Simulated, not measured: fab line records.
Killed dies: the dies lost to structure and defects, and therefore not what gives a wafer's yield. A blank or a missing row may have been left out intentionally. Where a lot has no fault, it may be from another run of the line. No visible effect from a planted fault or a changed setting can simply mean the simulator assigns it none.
fab line records	flow n5_finfet
[record] lots = 24	wafers = 72	last_day = 19
route steps=1938 shown BEOL_M2@910 BEOL_M3@969
lots that met no fault: taken from a fault-free run of the same line
start_h: hours from the record's opening day to when the first of the lot's shown wafers began	wait_h: hours since the lot's step before	" the same as in the row above	L1.1+2: a single row standing in for several wafers	- no value, or no start given	* or withheld: withheld	< > ~ a bound
route shown NAME@n: names a module that has steps shown in the file, with the first one's number in the route	usual: mean and standard deviation over wafers with no fault	same: alike in all rows	chamber/n: place in a boat	sites: readings site by site	_std_site: standard deviation across them	_edge_site: outer sites' mean less inner sites'	radius_mm: for every site, how far away it sits from the centre of the wafer	mask NAME#n: copy n	behind: tool/chamber where the wafer was last shaped	hold: reason for holding the lot/hours on hold/outcome of the hold	device: names the non-switching transistor (n, p or np)	end of line: the same wafers' tests at the end of the route	a step with no rows: only its recipe	killed: dies that structure and defects cost at the first sort, which is not the same as the wafer's yield	map: per-die view of a wafer (x killed, . not killed, _ where there is no die)
set.NAME: the run value of the setting; set.NAME@STEP: its run value at that earlier step	model.NAME: the simulator's own value behind a step, which no gauge read
steps of the route over a sample of lots; a table a step, a row a wafer
services: from which hour (start_h, from the record's first day; less than 0 if before it) a tool's chamber was out of use, for how many hours, and why
[[steps]]
[step N5_BEOL_M2_SPUTTER_86]
[recipe] material = Cu	target_thk_a = 45	temp_c = -20	chamber_pressure_pa = 0.07	power_w = withheld	time_s = 8.29
[usual] throttle_valve_pct = 30.1/0.89
lot.wafer	tool	chamber	start_h	wait_h	throttle_valve_pct
L074.2	pvd_sputter-01	-	167.97	0.1	28.6
L074.4	"	-	"	"	28.3
L074.5	"	-	"	"	29.6
L075.1	pvd_sputter-03	-	172.79	0.1	31.2
L075.3	"	-	"	"	30.5
L075.5	"	-	"	"	31.4
L078.1	pvd_sputter-01	-	173.19	0.1	28.5
L078.2	"	-	"	"	30.6
L078.6	"	-	"	"	30.3
L076.1	pvd_sputter-02	-	173.30	0.1	29.9
L076.2	"	-	"	"	29.7
L076.6	"	-	"	"	29.2
L077.2	pvd_sputter-03	-	176.69	0.1	30.8
L077.3	"	-	"	"	31.4
L077.4	"	-	"	"	31.0
L080.1	pvd_sputter-01	-	177.40	0.1	30.2
L080.2	"	-	"	"	29.5
L080.6	"	-	"	"	30.6
L079.3	pvd_sputter-03	-	178.53	0.1	32.1
L079.4	"	-	"	"	30.6
L079.6	"	-	"	"	30.5
L081.2	pvd_sputter-02	-	179.88	0.1	30.6
L081.3	"	-	"	"	29.5
L081.5	"	-	"	"	30.7
L082.2	pvd_sputter-02	-	189.70	0.1	31.2
L082.5	"	-	"	"	29.5
L082.6	"	-	"	"	29.7
L083.1	pvd_sputter-02	-	195.86	0.1	29.7
L083.2	"	-	"	"	30.8
L083.3	"	-	"	"	29.6
L084.1	pvd_sputter-01	-	206.31	0.1	30.2
L084.3	"	-	"	"	29.2
L084.6	"	-	"	"	28.7
L085.1	pvd_sputter-03	-	217.92	0.1	31.0
L085.2	"	-	"	"	30.9
L085.6	"	-	"	"	32.0
L086.4	pvd_sputter-02	-	223.92	0.1	29.5
L086.5	"	-	"	"	29.8
L086.6	"	-	"	"	30.8
L088.2	pvd_sputter-03	-	236.62	0.1	31.9
L088.3	"	-	"	"	30.7
L088.6	"	-	"	"	31.1
L087.1	pvd_sputter-02	-	239.98	0.1	29.6
L087.3	"	-	"	"	30.9
L087.5	"	-	"	"	29.3
L089.3	pvd_sputter-01	-	240.03	0.1	30.2
L089.4	"	-	"	"	28.4
L089.6	"	-	"	"	30.3
L090.1	pvd_sputter-02	-	242.04	0.1	29.6
L090.4	"	-	"	"	29.8
L090.6	"	-	"	"	29.7
L092.1	pvd_sputter-01	-	243.93	0.6	29.7
L092.4	"	-	"	"	30.3
L092.5	"	-	"	"	28.5
L091.1	pvd_sputter-02	-	245.30	0.1	29.8
L091.3	"	-	"	"	30.7
L091.4	"	-	"	"	29.5
L093.1	pvd_sputter-03	-	254.52	0.1	30.8
L093.4	"	-	"	"	30.5
L093.5	"	-	"	"	31.3
L094.2	pvd_sputter-01	-	257.84	0.1	30.2
L094.5	"	-	"	"	29.4
L094.6	"	-	"	"	30.2
L096.4	pvd_sputter-02	-	270.33	0.1	29.7
L096.5	"	-	"	"	29.8
L096.6	"	-	"	"	30.8
L095.1	pvd_sputter-02	-	283.75	0.1	31.0
L095.3	"	-	"	"	29.5
L095.4	"	-	"	"	29.5
L097.1	pvd_sputter-01	-	295.06	0.1	30.2
L097.2	"	-	"	"	28.4
L097.5	"	-	"	"	30.3
[step N5_BEOL_M3_DESCUM_33]
[recipe] chemistry = O2	time_s = 7	source_power_w = 50	bias_power_w = 20	pressure_mtorr = 20	rf_frequency_hz = 2.712e+07	temp_c = 40	resist = CAR-EUV	o2_flow_sccm = 225
[usual] drypump_motor_current_A = 5.6/0.5	oes_product_au = 0.79/0.098	rf_vpp_V = 243.5/1.3	showerhead_plenum_p_Torr = 2.12/0.076	throttle_valve_pct = 20.4/0.34
lot.wafer	tool	chamber	start_h	wait_h	drypump_motor_current_A	oes_product_au	rf_hours_counter_h	rf_vpp_V	showerhead_plenum_p_Torr	throttle_valve_pct
L074.2	rie_diel-04	1	172.63	0.0	6.2	0.69	230	243.0	2.00	20.7
L074.4	"	1	"	"	6.2	0.68	-	242.5	2.00	20.7
L074.5	"	0	"	"	5.3	0.93	-	244.7	2.26	20.2
L075.1	rie_diel-02	0	177.15	0.0	6.0	0.74	185	243.2	2.08	20.6
L075.3	"	1	"	"	5.9	0.72	179	244.4	2.16	20.6
L075.5	"	0	"	"	6.0	0.73	-	242.5	2.08	20.6
L078.1	rie_diel-05	3	177.36	0.0	5.3	0.69	237	243.0	2.08	20.9
L078.2	"	0	"	"	6.5	0.70	191	243.4	2.16	20.7
L078.6	"	1	"	"	5.5	0.70	-	242.5	2.05	20.3
L076.1	rie_diel-04	0	177.64	0.0	5.3	0.94	10	246.3	2.26	20.2
L076.2	"	2	"	"	4.9	0.81	85	242.8	2.14	20.5
L076.6	"	2	"	"	4.9	0.81	-	243.8	2.14	20.5
L077.2	rie_diel-04	2	182.61	0.0	4.9	0.82	87	243.4	2.14	20.5
L077.3	"	0	"	"	5.3	0.94	12	245.3	2.26	20.2
L077.4	"	3	"	"	5.0	0.90	29	242.6	2.10	19.7
L080.1	rie_diel-04	1	182.90	0.0	6.2	0.68	233	240.8	2.00	20.7
L080.2	"	2	"	"	4.9	0.81	87	243.8	2.14	20.5
L080.6	"	1	"	"	6.2	0.68	-	241.4	2.00	20.8
L079.3	rie_diel-02	2	183.16	0.1	5.6	0.68	244	241.9	2.09	21.0
L079.4	"	1	"	"	5.9	0.71	181	244.2	2.16	20.6
L079.6	"	1	"	"	5.9	0.72	-	243.6	2.16	20.6
L081.2	rie_diel-05	1	183.80	0.0	5.5	0.70	211	241.7	2.05	20.4
L081.3	"	3	"	"	5.3	0.69	240	243.2	2.08	20.9
L081.5	"	0	"	"	6.5	0.70	-	244.4	2.16	20.7
L082.2	rie_diel-05	0	195.54	0.0	6.5	0.70	197	243.8	2.16	20.7
L082.5	"	3	"	"	5.3	0.68	-	242.6	2.08	20.9
L082.6	"	0	"	"	6.4	0.71	-	243.5	2.16	20.7
L083.1	rie_diel-02	0	201.06	0.0	6.1	0.73	193	243.9	2.08	20.6
L083.2	"	1	"	"	5.8	0.72	185	243.5	2.16	20.6
L083.3	"	3	"	"	5.4	0.88	38	243.8	2.23	20.3
L084.1	rie_diel-05	1	212.69	0.0	5.5	0.69	219	241.6	2.05	20.4
L084.3	"	3	"	"	5.3	0.68	247	242.4	2.08	20.9
L084.6	"	0	"	"	6.5	0.69	-	244.6	2.16	20.8
L085.1	rie_diel-05	1	223.52	0.0	5.6	0.69	223	243.4	2.05	20.4
L085.2	"	0	"	"	6.5	0.69	203	246.0	2.16	20.8
L085.6	"	1	"	"	5.5	0.69	-	243.0	2.05	20.4
L086.4	rie_diel-04	2	229.31	0.0	4.9	0.80	100	243.7	2.14	20.5
L086.5	"	1	"	"	6.2	0.68	-	241.0	1.99	20.8
L086.6	"	2	"	"	4.9	0.79	-	243.1	2.14	20.5
L088.2	rie_diel-02	1	240.78	0.0	5.8	0.70	198	244.8	2.16	20.7
L088.3	"	2	"	"	5.6	0.97	4	243.4	2.09	20.6
L088.6	"	0	"	"	6.0	0.72	-	241.8	2.07	20.6
L087.1	rie_diel-05	1	244.09	0.1	5.5	0.68	231	242.9	2.05	20.4
L087.3	"	2	"	"	5.8	0.88	39	242.6	2.02	20.0
L087.5	"	1	"	"	5.5	0.68	-	243.1	2.05	20.4
L089.3	rie_diel-04	3	244.72	0.1	5.0	0.85	47	244.0	2.09	19.7
L089.4	"	1	"	"	6.2	0.67	249	241.0	1.99	20.8
L089.6	"	3	"	"	5.0	0.86	-	244.4	2.09	19.7
L090.1	rie_diel-05	2	247.26	0.1	5.8	0.88	40	244.1	2.02	20.0
L090.4	"	0	"	"	6.5	0.69	213	244.0	2.16	20.8
L090.6	"	0	"	"	6.5	0.69	-	244.1	2.16	20.8
L092.1	rie_diel-04	3	248.33	0.0	5.0	0.86	47	244.6	2.09	19.7
L092.4	"	2	"	"	4.9	0.79	106	243.1	2.14	20.5
L092.5	"	0	"	"	5.3	0.90	-	245.6	2.25	20.2
L091.1	rie_diel-02	0	250.79	0.0	6.0	0.71	209	242.8	2.07	20.7
L091.3	"	1	"	"	5.8	0.69	201	243.0	2.16	20.6
L091.4	"	1	"	"	5.8	0.69	-	243.1	2.16	20.6
L093.1	rie_diel-02	1	260.81	0.0	5.9	0.70	205	245.1	2.15	20.7
L093.4	"	0	"	"	6.1	0.71	213	242.2	2.07	20.6
L093.5	"	0	"	"	6.0	0.71	-	243.5	2.07	20.7
L094.2	rie_diel-04	0	264.78	0.1	5.3	0.88	34	244.7	2.25	20.2
L094.5	"	3	"	"	5.0	0.85	-	245.2	2.09	19.8
L094.6	"	2	"	"	4.9	0.79	-	242.3	2.13	20.5
L096.4	rie_diel-04	1	274.65	0.0	6.2	1.00	-	245.2	2.26	20.6
L096.5	"	2	"	"	4.9	0.78	-	243.4	2.13	20.5
L096.6	"	3	"	"	5.0	0.84	-	243.4	2.09	19.8
L095.1	rie_diel-04	1	288.44	0.0	6.2	0.99	6	244.4	2.26	20.6
L095.3	"	0	"	"	5.3	0.87	39	247.1	2.25	20.2
L095.4	"	3	"	"	5.0	0.84	62	243.1	2.09	19.7
L097.1	rie_diel-05	3	299.03	0.0	5.3	0.93	15	243.2	2.07	20.6
L097.2	"	1	"	"	5.5	0.68	248	243.5	2.04	20.4
L097.5	"	0	"	"	6.5	0.69	-	243.3	2.15	20.8
[step N5_BEOL_M3_TRENCH_ETCH_37]
[recipe] chemistry = C4F6/O2	target_depth_a = 555.55	target = SiOC	time_s = 29.2	ion_energy_ev = 250	pressure_mtorr = 30	source_w = 355	bias_w = 185	Ar_flow_sccm = 300	C4F6_flow_sccm = 10	O2_flow_sccm = 10
[usual] drypump_motor_current_A = 5.6/0.43	mfc_ar_sccm = 299.9/0.9	oes_product_au = 0.79/0.098	rf_vpp_V = 668/19	showerhead_plenum_p_Torr = 2.88/0.09	throttle_valve_pct = 20.9/0.3
lot.wafer	tool	chamber	start_h	wait_h	drypump_motor_current_A	mfc_ar_sccm	oes_product_au	rf_hours_counter_h	rf_vpp_V	showerhead_plenum_p_Torr	throttle_valve_pct
L074.2	rie_diel-05	0	-	-	6.5	300.6	0.72	190	693	2.98	21.3
L074.4	"	1	"	"	5.6	299.2	0.70	208	660	2.79	20.7
L074.5	"	2	"	"	5.8	301.1	0.94	-	650	2.77	20.4
L075.1	rie_diel-02	3	-	-	5.4	301.2	0.89	31	675	3.00	20.6
L075.3	"	2	"	"	5.6	301.1	0.70	242	652	2.82	21.3
L075.5	"	0	"	"	6.0	299.8	0.73	-	680	2.83	21.0
L078.1	rie_diel-02	0	-	-	6.0	299.4	0.72	187	680	2.83	21.0
L078.2	"	3	"	"	5.4	299.3	0.90	32	674	3.00	20.6
L078.6	"	1	"	"	5.9	299.3	0.72	-	659	2.95	21.1
L076.1	rie_diel-05	1	-	-	5.6	299.7	0.68	211	660	2.78	20.7
L076.2	"	0	"	"	6.4	300.9	0.71	193	694	2.98	21.4
L076.6	"	0	"	"	6.5	301.7	0.71	-	692	2.98	21.4
L077.2	rie_diel-02	3	-	-	5.4	298.5	0.88	33	674	3.00	20.6
L077.3	"	1	"	"	5.8	300.2	0.71	181	660	2.95	21.1
L077.4	"	2	"	"	5.6	300.4	0.69	245	651	2.82	21.3
L080.1	rie_diel-04	1	-	-	6.2	300.9	0.69	234	681	2.74	21.3
L080.2	"	2	"	"	4.9	299.5	0.81	88	633	2.88	20.8
L080.6	"	1	"	"	6.2	299.9	0.69	-	681	2.74	21.3
L079.3	rie_diel-05	0	-	-	6.5	300.0	0.72	194	692	2.97	21.4
L079.4	"	1	"	"	5.5	300.3	0.69	211	659	2.78	20.7
L079.6	"	3	"	"	5.3	299.2	0.69	-	658	2.77	21.0
L081.2	rie_diel-04	0	-	-	5.3	300.2	0.93	13	702	3.01	20.3
L081.3	"	3	"	"	5.0	300.8	0.89	30	680	2.94	20.6
L081.5	"	3	"	"	5.0	300.4	0.89	-	681	2.94	20.6
L083.1	rie_diel-02	0	-	-	6.0	300.0	0.72	195	680	2.83	21.0
L083.2	"	3	"	"	5.4	300.5	0.88	40	674	3.00	20.6
L083.3	"	1	"	"	5.8	300.3	0.71	187	660	2.95	21.1
L082.2	rie_diel-05	1	-	-	5.5	300.2	0.68	218	662	2.78	20.7
L082.5	"	3	"	"	5.3	299.7	0.68	-	656	2.77	21.0
L082.6	"	1	"	"	5.5	300.4	0.68	-	660	2.78	20.7
L084.1	rie_diel-02	1	-	-	5.9	300.9	0.70	192	659	2.95	21.1
L084.3	"	0	"	"	6.0	297.8	0.72	200	681	2.83	21.0
L084.6	"	0	"	"	6.0	299.9	0.72	-	680	2.83	21.0
L085.1	rie_diel-02	1	-	-	5.8	299.4	0.70	195	658	2.95	21.1
L085.2	"	2	"	"	5.7	300.5	1.00	2	651	2.82	20.9
L085.6	"	2	"	"	5.7	297.7	1.00	-	652	2.82	20.9
L086.4	rie_diel-02	3	-	-	5.4	297.1	0.86	50	674	3.00	20.6
L086.5	"	0	"	"	6.1	299.3	0.72	-	680	2.82	21.0
L086.6	"	3	"	"	5.4	299.4	0.86	-	675	2.99	20.6
L088.2	rie_diel-04	1	-	-	6.2	299.4	0.68	248	681	2.73	21.3
L088.3	"	3	"	"	5.0	301.2	0.87	45	681	2.93	20.6
L088.6	"	2	"	"	4.9	297.9	0.80	-	634	2.88	20.8
L087.1	rie_diel-04	2	-	-	4.9	300.9	0.80	106	632	2.87	20.8
L087.3	"	3	"	"	5.0	301.1	0.86	48	680	2.93	20.6
L087.5	"	2	"	"	4.9	299.4	0.79	-	633	2.87	20.8
L092.1	rie_diel-02	3	-	-	5.4	299.6	0.85	55	674	2.99	20.6
L092.4	"	0	"	"	6.1	298.8	0.71	-	679	2.82	21.1
L092.5	"	3	"	"	5.4	299.5	0.85	-	674	2.99	20.6
L089.3	rie_diel-05	1	-	-	5.5	301.7	0.67	233	660	2.77	20.8
L089.4	"	2	"	"	5.8	298.7	0.90	41	646	2.76	20.5
L089.6	"	3	"	"	5.3	299.4	0.98	-	657	2.76	20.7
L090.1	rie_diel-02	2	-	-	5.7	299.6	0.96	6	651	2.81	21.0
L090.4	"	3	"	"	5.4	299.7	0.85	58	674	2.99	20.6
L090.6	"	1	"	"	5.8	301.4	0.69	-	658	2.94	21.2
L091.1	rie_diel-04	0	-	-	5.3	300.3	0.89	32	700	3.00	20.3
L091.3	"	3	"	"	5.0	300.5	0.86	51	680	2.93	20.6
L091.4	"	3	"	"	5.0	299.4	0.86	-	681	2.93	20.6
L093.1	rie_diel-05	1	-	-	5.5	299.7	0.66	237	660	2.77	20.8
L093.4	"	0	"	"	6.4	301.1	0.70	218	693	2.96	21.4
L093.5	"	3	"	"	5.3	298.9	0.96	-	656	2.76	20.7
L094.2	rie_diel-04	0	-	-	5.3	299.6	0.87	36	701	3.00	20.3
L094.5	"	3	"	"	5.0	300.7	0.84	-	680	2.92	20.6
L094.6	"	0	"	"	5.3	299.1	0.88	-	702	3.00	20.3
L096.4	rie_diel-02	1	-	-	5.9	299.7	0.69	213	659	2.94	21.2
L096.5	"	1	"	"	5.9	299.6	0.70	-	657	2.94	21.2
L096.6	"	2	"	"	5.7	301.1	0.94	-	652	2.81	21.0
L095.1	rie_diel-02	1	-	-	5.9	300.1	0.70	217	658	2.94	21.2
L095.3	"	3	"	"	5.4	299.4	0.83	70	674	2.99	20.6
L095.4	"	2	"	"	5.7	299.0	0.93	16	652	2.81	21.0
L097.1	rie_diel-04	3	-	-	5.0	299.9	0.84	68	678	2.92	20.6
L097.2	"	2	"	"	4.9	298.7	0.77	126	631	2.86	20.9
L097.5	"	3	"	"	5.0	300.5	0.83	-	680	2.92	20.6
[step N5_BEOL_M3_OCD_MEAS_38]
[usual] trench_depth_nm = 54.9/1.3
lot.wafer	tool	chamber	start_h	wait_h	trench_depth_nm
L074.2	ocd-01	-	174.44	-	54.4
L074.4	"	-	"	"	54.4
L074.5	"	-	"	"	56.0
L075.1	ocd-02	-	178.01	-	55.5
L075.3	"	-	"	"	56.3
L075.5	"	-	"	"	53.0
L078.1	ocd-01	-	181.41	-	52.8
L078.2	"	-	"	"	56.0
L078.6	"	-	"	"	53.3
L076.1	ocd-02	-	181.46	-	53.1
L076.2	"	-	"	"	54.2
L076.6	"	-	"	"	53.6
L077.2	ocd-01	-	184.10	-	54.7
L077.3	"	-	"	"	53.4
L077.4	"	-	"	"	54.8
L080.1	ocd-02	-	184.14	-	56.0
L080.2	"	-	"	"	55.9
L080.6	"	-	"	"	56.1
L079.3	ocd-01	-	184.32	-	54.3
L079.4	"	-	"	"	53.4
L079.6	"	-	"	"	55.7
L081.2	ocd-02	-	187.88	-	54.9
L081.3	"	-	"	"	55.2
L081.5	"	-	"	"	55.7
L083.1	ocd-01	-	207.40	-	52.6
L083.2	"	-	"	"	55.9
L083.3	"	-	"	"	52.4
L082.2	ocd-02	-	207.54	-	53.1
L082.5	"	-	"	"	55.4
L082.6	"	-	"	"	53.3
L084.1	ocd-01	-	218.95	-	53.1
L084.3	"	-	"	"	53.9
L084.6	"	-	"	"	53.8
L085.1	ocd-02	-	231.28	-	53.3
L085.2	"	-	"	"	58.3
L085.6	"	-	"	"	57.2
L086.4	ocd-01	-	235.14	-	55.1
L086.5	"	-	"	"	54.2
L086.6	"	-	"	"	56.4
L088.2	ocd-02	-	241.77	-	55.9
L088.3	"	-	"	"	56.1
L088.6	"	-	"	"	55.5
L092.1	ocd-02	-	252.58	-	54.9
L092.4	"	-	"	"	53.3
L092.5	"	-	"	"	55.5
L087.1	ocd-02	-	252.59	-	56.3
L087.3	"	-	"	"	55.5
L087.5	"	-	"	"	56.6
L089.3	ocd-02	-	252.70	-	52.7
L089.4	"	-	"	"	55.7
L089.6	"	-	"	"	56.6
L090.1	ocd-02	-	259.37	-	56.5
L090.4	"	-	"	"	55.5
L090.6	"	-	"	"	52.6
L091.1	ocd-02	-	259.86	-	55.7
L091.3	"	-	"	"	56.2
L091.4	"	-	"	"	55.7
L093.1	ocd-02	-	267.10	-	52.8
L093.4	"	-	"	"	54.4
L093.5	"	-	"	"	55.8
L094.2	ocd-02	-	267.98	-	53.5
L094.5	"	-	"	"	55.8
L094.6	"	-	"	"	54.8
L096.4	ocd-02	-	286.44	-	53.4
L096.5	"	-	"	"	54.4
L096.6	"	-	"	"	56.7
L095.1	ocd-02	-	297.03	-	54.3
L095.3	"	-	"	"	55.3
L095.4	"	-	"	"	57.1
L097.1	ocd-01	-	305.74	-	55.4
L097.2	"	-	"	"	56.2
L097.5	"	-	"	"	55.6
[step N5_BEOL_M3_CMP_52]
[recipe] stop_on = SiOC	t_overpolish_s = 6.8	down_force_psi = 1	platen_rpm = 50	clearing_platen_down_force_psi = 1.5	clearing_platen_rpm = 50	post_cmp_clean = cu_alkaline	target_thk_nm = 40	clearing_platen_pad_velocity_m_s = 0.99484	pad_velocity_m_s = 0.99484
[usual] barrier_field_endpoint_s = 24.5/0.57	clearing_platen_rpm = 50.000/0.026	motor_current_A = 6.0/0.51	overpolish_run_s = 6.802/0.0095	retaining_ring_pressure_frac = 1.000/0.0046	time_to_endpoint_s = 61.5/2.8
lot.wafer	tool	chamber	start_h	wait_h	barrier_field_endpoint_s	clearing_platen_rpm	motor_current_A	overpolish_run_s	retaining_ring_pressure_frac	time_to_endpoint_s
L074.2	cmp-04	2	178.49	0.3	24.5	49.987	5.8	6.799	0.995	63.4
L074.4	"	3	"	"	23.9	49.984	6.2	6.798	0.993	58.8
L074.5	"	1	"	"	25.2	50.001	6.0	6.805	1.005	61.2
L075.3	cmp-03	3	181.66	0.3	23.2	50.039	5.6	6.815	0.995	57.2
L075.1	"	2	"	"	23.9	49.987	6.3	6.818	1.001	65.1
L075.5	"	0	"	"	24.4	49.976	5.3	6.793	0.988	59.4
L078.2	cmp-04	2	185.04	0.4	24.1	49.970	5.6	6.814	1.002	59.4
L078.1	"	1	"	"	23.9	50.025	5.8	6.816	1.004	59.8
L078.6	"	2	"	"	25.4	49.989	5.7	6.799	1.007	64.9
L076.2	cmp-03	3	185.14	0.3	23.9	49.998	5.5	6.807	0.993	56.8
L076.1	"	0	"	"	24.3	50.019	5.1	6.803	1.000	57.2
L076.6	"	3	"	"	24.0	49.995	5.4	6.818	0.998	56.7
L077.4	cmp-01	3	187.36	0.1	24.8	50.018	6.1	6.795	0.999	60.8
L077.2	"	0	"	"	25.0	50.019	5.9	6.796	1.006	68.3
L077.3	"	2	"	"	24.3	50.002	6.3	6.802	1.002	60.7
L080.1	cmp-03	1	187.45	0.3	24.3	50.006	7.4	6.800	1.006	59.7
L080.2	"	2	"	"	25.0	49.983	6.4	6.787	0.998	63.3
L080.6	"	1	"	"	24.7	50.016	6.9	6.783	0.996	63.4
L079.3	cmp-04	0	189.37	0.2	24.5	49.996	5.8	6.807	1.007	63.7
L079.4	"	1	"	"	24.2	50.026	6.2	6.794	1.001	60.5
L079.6	"	0	"	"	24.8	50.002	6.0	6.787	1.001	62.4
L081.3	cmp-04	0	191.52	0.2	25.4	50.010	6.1	6.804	1.010	63.4
L081.2	"	2	"	"	23.7	50.025	5.8	6.814	1.007	60.2
L081.5	"	0	"	"	26.1	49.997	6.1	6.808	1.002	64.0
L083.2	cmp-03	2	210.68	0.2	24.8	49.961	6.2	6.813	0.994	63.9
L083.1	"	3	"	"	23.7	50.032	5.6	6.808	1.001	54.2
L083.3	"	0	"	"	24.6	50.002	5.3	6.788	1.002	61.2
L082.2	cmp-04	3	211.02	0.3	24.6	50.002	6.7	6.789	0.996	62.2
L082.6	"	1	"	"	25.6	49.992	6.0	6.813	0.996	65.3
L082.5	"	2	"	"	24.5	50.030	5.7	6.801	1.001	60.7
L084.3	cmp-03	0	222.90	0.2	24.4	50.042	5.0	6.805	1.004	61.7
L084.1	"	3	"	"	23.6	50.001	5.6	6.805	1.001	58.8
L084.6	"	0	"	"	24.2	49.995	5.4	6.797	0.999	58.8
L085.1	cmp-01	2	234.72	0.3	24.7	49.987	6.2	6.801	1.004	60.7
L085.2	"	0	"	"	24.1	49.947	5.9	6.801	1.002	64.4
L085.6	"	3	"	"	24.6	49.991	6.2	6.788	0.998	61.5
L086.4	cmp-01	1	239.78	0.2	25.4	49.982	6.1	6.797	0.995	66.3
L086.6	"	2	"	"	24.7	50.043	6.4	6.804	1.004	64.3
L086.5	"	3	"	"	24.1	49.957	6.0	6.824	0.997	61.2
L088.2	cmp-03	1	245.06	0.3	24.3	49.999	7.3	6.802	1.002	63.8
L088.3	"	2	"	"	24.7	49.982	6.1	6.797	1.004	64.1
L088.6	"	0	"	"	24.9	50.004	5.3	6.810	0.996	61.7
L092.4	cmp-03	0	256.42	0.2	23.3	49.996	5.2	6.802	0.999	58.7
L092.1	"	1	"	"	23.4	50.032	7.6	6.785	1.005	58.4
L092.5	"	0	"	"	24.3	49.979	5.0	6.810	1.005	58.1
L087.3	cmp-01	0	256.70	0.2	24.5	50.011	5.5	6.812	0.996	66.0
L087.1	"	3	"	"	25.0	50.002	6.3	6.806	1.008	64.7
L087.5	"	1	"	"	25.2	49.993	6.3	6.793	0.996	68.2
L089.3	cmp-04	2	258.07	0.2	24.3	50.042	5.9	6.795	0.999	62.5
L089.4	"	0	"	"	25.6	49.991	5.9	6.804	0.994	61.7
L089.6	"	1	"	"	25.2	50.026	5.9	6.792	0.998	62.2
L090.1	cmp-03	3	262.69	0.3	23.6	49.990	5.5	6.795	0.995	56.7
L090.4	"	1	"	"	24.9	50.023	6.9	6.820	1.006	60.9
L090.6	"	2	"	"	24.6	50.019	6.5	6.819	1.005	62.8
L091.4	cmp-01	1	264.86	0.1	24.6	49.999	6.3	6.805	1.003	61.5
L091.1	"	3	"	"	24.6	50.002	6.1	6.820	1.008	62.7
L091.3	"	0	"	"	26.0	50.004	5.9	6.819	1.001	66.4
L093.1	cmp-04	0	271.12	0.3	24.3	50.049	5.7	6.798	1.003	58.0
L093.4	"	2	"	"	24.8	50.012	5.8	6.805	0.999	58.7
L093.5	"	0	"	"	24.5	49.981	5.7	6.800	1.001	59.4
L094.2	cmp-04	1	271.46	0.3	24.2	49.937	5.7	6.795	0.994	62.2
L094.6	"	2	"	"	24.3	49.977	5.7	6.811	1.008	58.4
L094.5	"	3	"	"	23.7	50.017	6.5	6.815	0.998	59.0
L096.4	cmp-01	0	290.30	0.2	25.3	49.958	5.7	6.797	1.004	65.3
L096.5	"	3	"	"	24.4	50.038	6.1	6.805	1.006	65.1
L096.6	"	0	"	"	24.3	49.935	5.7	6.796	1.009	65.5
L095.1	cmp-04	1	301.75	0.3	24.7	49.994	6.4	6.795	1.006	63.5
L095.3	"	2	"	"	24.0	49.994	5.7	6.803	1.000	62.4
L095.4	"	3	"	"	24.2	49.958	6.3	6.807	1.008	60.1
L097.1	cmp-03	0	309.07	0.3	24.5	50.027	5.3	6.808	1.001	57.7
L097.2	"	3	"	"	24.2	50.025	5.4	6.815	0.997	56.7
L097.5	"	0	"	"	25.2	50.028	5.4	6.796	1.003	61.1
[step N5_BEOL_M3_CO_CAP_55]
[recipe] material = Co	target_thk_a = 20	temp_c = 200	precursor = CCTBA/H2	pressure_torr = 30	time_s = 102.1
[usual] heater_power_w = 253/12
lot.wafer	tool	chamber	start_h	wait_h	heater_power_w
L074.2	cvd_co-01	2	178.83	0.0	244
L074.4	"	2	"	"	251
L074.5	"	0	"	"	277
L075.1	cvd_co-02	2	182.12	0.0	247
L075.3	"	1	"	"	255
L075.5	"	1	"	"	251
L078.1	cvd_co-02	1	185.41	0.0	253
L078.2	"	0	"	"	242
L078.6	"	0	"	"	239
L076.1	cvd_co-01	1	185.55	0.0	250
L076.2	"	0	"	"	276
L076.6	"	0	"	"	275
L077.2	cvd_co-01	2	187.73	0.0	249
L077.3	"	0	"	"	278
L077.4	"	2	"	"	243
L080.1	cvd_co-02	1	187.78	0.0	257
L080.2	"	2	"	"	248
L080.6	"	0	"	"	247
L079.3	cvd_co-01	2	189.70	0.0	253
L079.4	"	2	"	"	245
L079.6	"	1	"	"	245
L081.2	cvd_co-01	2	191.91	0.0	248
L081.3	"	0	"	"	278
L081.5	"	0	"	"	275
L083.1	cvd_co-01	1	211.06	0.0	244
L083.2	"	2	"	"	256
L083.3	"	0	"	"	274
L082.2	cvd_co-01	0	211.31	0.0	281
L082.5	"	2	"	"	246
L082.6	"	1	"	"	244
L084.1	cvd_co-02	2	223.28	0.0	251
L084.3	"	0	"	"	249
L084.6	"	1	"	"	250
L085.1	cvd_co-02	2	235.09	0.0	255
L085.2	"	0	"	"	244
L085.6	"	0	"	"	247
L086.4	cvd_co-02	0	240.07	0.0	242
L086.5	"	1	"	"	251
L086.6	"	2	"	"	258
L088.2	cvd_co-02	0	245.36	0.0	242
L088.3	"	2	"	"	250
L088.6	"	2	"	"	250
L092.1	cvd_co-02	1	256.76	0.0	255
L092.4	"	0	"	"	243
L092.5	"	1	"	"	245
L087.1	cvd_co-01	0	257.07	0.0	278
L087.3	"	1	"	"	244
L087.5	"	2	"	"	250
L089.3	cvd_co-02	0	258.41	0.0	248
L089.4	"	1	"	"	254
L089.6	"	2	"	"	255
L090.1	cvd_co-01	1	263.02	0.0	249
L090.4	"	2	"	"	248
L090.6	"	1	"	"	253
L091.1	cvd_co-01	2	265.23	0.0	248
L091.3	"	1	"	"	248
L091.4	"	0	"	"	286
L093.1	cvd_co-02	2	271.51	0.0	252
L093.4	"	0	"	"	250
L093.5	"	0	"	"	240
L094.2	cvd_co-01	1	271.72	0.0	239
L094.5	"	1	"	"	253
L094.6	"	2	"	"	249
L096.4	cvd_co-02	0	290.67	0.0	252
L096.5	"	2	"	"	249
L096.6	"	1	"	"	256
L095.1	cvd_co-02	0	302.14	0.0	238
L095.3	"	1	"	"	257
L095.4	"	0	"	"	237
L097.1	cvd_co-01	0	309.44	0.0	283
L097.2	"	1	"	"	244
L097.5	"	2	"	"	245
[[services]]
tool	chamber	start_h	hours	kind
cvd_co-01	-	149.56	6.8	repair
pvd_sputter-02	-	152.82	8.3	repair
cmp-01	-	162.61	1.0	repair
cvd_co-02	2	162.97	6.2	repair
rie_diel-02	2	167.26	2.7	repair
rie_diel-04	3	171.42	1.6	repair
cmp-01	-	173.77	0.7	repair
cmp-01	-	177.34	6.2	pm
rie_diel-04	1	190.80	1.3	repair
cvd_co-01	-	193.17	1.1	repair
cmp-01	-	198.41	2.6	repair
cmp-04	-	212.82	0.3	repair
cmp-04	-	227.49	4.0	pm
rie_diel-05	-	229.87	0.2	repair
cmp-03	-	237.91	4.0	pm
cvd_co-02	1	261.07	15.9	repair
cmp-03	-	261.62	0.7	repair
cvd_co-01	-	265.49	1.7	repair
rie_diel-02	2	266.68	5.1	repair
cmp-03	-	272.80	6.5	pm
cmp-04	-	276.78	0.6	repair
cmp-03	-	286.88	18.2	pm
cvd_co-02	2	291.02	36.6	repair
cmp-04	-	296.31	1.8	repair
[[key]]
fault none
